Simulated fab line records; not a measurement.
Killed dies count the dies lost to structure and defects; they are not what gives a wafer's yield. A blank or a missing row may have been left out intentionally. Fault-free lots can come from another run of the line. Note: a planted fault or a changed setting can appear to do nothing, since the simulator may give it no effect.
Matching of chambers :: flow nand harc :: NHARC_P_M0_DESCUM_14 on rie diel-06 has 4 sister chambers
The step chemistry O2, time 3 s. 7 wafers are shown with their chamber, then 7 later ones without.

== WAFERS PAIRED WITH THEIR CHAMBERS ==
wafer: L416.1
chamber: 1
showerhead plenum p Torr (Torr): 2.03
o2 flow sccm (sccm): 200.4

wafer: L417.6
chamber: 0
showerhead plenum p Torr (Torr): 1.92
o2 flow sccm (sccm): 199.0

wafer: L421.2
chamber: 0
showerhead plenum p Torr (Torr): 1.92
o2 flow sccm (sccm): 199.4

wafer: L421.4
chamber: 2
showerhead plenum p Torr (Torr): 1.82
o2 flow sccm (sccm): 200.5

wafer: L421.5
chamber: 3
showerhead plenum p Torr (Torr): 1.97
o2 flow sccm (sccm): 200.0

wafer: L430.2
chamber: 2
showerhead plenum p Torr (Torr): 1.81
o2 flow sccm (sccm): 200.7

wafer: L430.4
chamber: 3
showerhead plenum p Torr (Torr): 1.96
o2 flow sccm (sccm): 200.5

== WAFERS WITH NO CHAMBER GIVEN ==
wafer: L430.5
showerhead plenum p Torr (Torr): 1.96
o2 flow sccm (sccm): 200.3

wafer: L431.1
showerhead plenum p Torr (Torr): 1.91
o2 flow sccm (sccm): 200.1

wafer: L431.2
showerhead plenum p Torr (Torr): 1.81
o2 flow sccm (sccm): 199.5

wafer: L431.3
showerhead plenum p Torr (Torr): 1.96
o2 flow sccm (sccm): 199.5

wafer: L438.1
showerhead plenum p Torr (Torr): 2.02
o2 flow sccm (sccm): 200.1

wafer: L438.3
showerhead plenum p Torr (Torr): 1.81
o2 flow sccm (sccm): 199.3

wafer: L438.4
showerhead plenum p Torr (Torr): 1.96
o2 flow sccm (sccm): 199.2

== WHICH CHAMBER EACH ONE RAN IN ==
wafer: L430.5
from the rows above: 3
in truth: 3

wafer: L431.1
from the rows above: 0
in truth: 0

wafer: L431.2
from the rows above: 2
in truth: 2

wafer: L431.3
from the rows above: 3
in truth: 3

wafer: L438.1
from the rows above: 1
in truth: 1

wafer: L438.3
from the rows above: 2
in truth: 2

wafer: L438.4
from the rows above: 3
in truth: 3
Correctly placed: 7 of 7. Can't be placed from these rows: 0. Wrongly placed: 0.
How it was worked out, from the rows above alone: a wafer's distance from a chamber is the root of the sum, over the readings, of the square of ((its reading less the chamber's mean) divided by the reading's scatter). The wafer belongs to the nearest chamber; if the next one is less than 2 further off, it can't be placed. Each chamber's mean is taken over the wafers shown for it. How the scatter is found: for the shown wafers, subtract from each reading the mean of its chamber, square and add these, divide the total by (wafers less chambers), then take the root.
